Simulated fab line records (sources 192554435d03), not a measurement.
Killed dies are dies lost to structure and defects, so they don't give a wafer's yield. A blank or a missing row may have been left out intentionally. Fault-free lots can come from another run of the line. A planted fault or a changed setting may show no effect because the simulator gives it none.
One fault seen from 3 desks    flow n5_finfet    each desk has only its own numbers; what lay behind them comes last

THE DEFECT DESK
Lot by lot, what the route's inspections counted, given as the mean of those sampled wafers with a number. The brackets show how far a lot's mean lies from the usual mean; more than 4 standard deviations puts the lot out of limits, marked OUT.
Columns: A = raw_defect_count at N5_BEOL_M6_INSPECT_13, usual 430; B = raw_defect_count at N5_BEOL_M6_INSPECT_30, usual 431
lot   first seen here  A                B
L596  day 10 02:50     289              294
L597  day 10 05:49     367              357
L598  day 10 13:32     431              404
L599  day 10 19:11     519              522
L608  day 12 17:02     1168 (+7.5) OUT  1157 (+7.4) OUT
L610  day 13 12:44     1205 (+7.9) OUT  1195 (+7.8) OUT
L616  day 14 22:14     373              379
L615  day 15 06:50     587              593
L617  day 15 23:58     474              490
L618  day 16 01:20     581              576
Finding of this desk: L608, L610 out of limits; the first was L608 at day 12 17:02, on raw_defect_count at N5_BEOL_M6_INSPECT_13. Within limits: L596, L597, L598, L599, L616, L615, L617, L618.

AT THE METROLOGY DESK
Means of the sampled wafers that have a number, per lot and without regard to the tool the lot ran on: this is what the gauges read. The brackets show how far a lot's mean lies from the usual mean; more than 4 standard deviations puts the lot out of limits, marked OUT.
Columns: A = M5_RS at N5_BEOL_M5_RS_MEAS_57, usual 0.391 ohm/sq
lot   first seen here  A
L596  day 10 01:06     0.394
L597  day 10 03:49     0.387
L598  day 10 11:49     0.377
L599  day 10 17:14     0.392
L608  day 12 14:04     0.389
L610  day 13 10:14     0.397
L616  day 14 19:40     0.396
L615  day 15 04:37     0.389
L617  day 15 20:55     0.386
L618  day 15 23:17     0.392
This desk's finding: nothing out of limits on any of the 10 lots.

DESK OF THE TOOL OWNER: pecvd-02
The tool's own readings at N5_BEOL_M6_PECVD_70 (deposits SiO2 from TEOS/O2, target thk 20 nm, time 22.7 s): means of the sampled wafers that have a number, for each lot that ran on this tool. The brackets show how far a lot's mean lies from the usual mean; more than 4 standard deviations puts the lot out of limits, marked OUT.
Columns: A = heater_power_outer_w at N5_BEOL_M6_PECVD_70, usual 438 W; B = heater_power_w at N5_BEOL_M6_PECVD_70, usual 718 W; C = showerhead_plenum_p_Torr at N5_BEOL_M6_PECVD_70, usual 8.78 Torr; D = throttle_valve_pct at N5_BEOL_M6_PECVD_70, usual 22.8 %
lot   first seen here  A    B    C     D
L596  day 10 01:47     414  669  8.78  21.6
L597  day 10 04:31     429  699  8.75  22.2
L608  day 12 14:45     410  714  8.76  22.9
L610  day 13 10:55     428  722  8.76  22.9
This desk's finding: nothing out of limits on any of the 4 lots.

PUT TOGETHER
The defect desk could have raised an alarm at day 12 17:02, on L608, L610.
Metrology desk: nothing out of limits seen.
The tool owner's desk saw nothing out of limits.
The metrology desk has L608, L610 on record, within its limits.
On record at the tool owner's desk: L608, L610, within its limits.
Of the lots named, all ran N5_BEOL_M6_PECVD_70 on pecvd-02.

WHAT THE SIMULATOR PUT IN
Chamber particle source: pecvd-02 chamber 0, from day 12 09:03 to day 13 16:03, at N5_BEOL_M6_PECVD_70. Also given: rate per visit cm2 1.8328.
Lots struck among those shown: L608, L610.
Hours from the fault's start to each desk's first reading out of limits: the defect desk, 8.
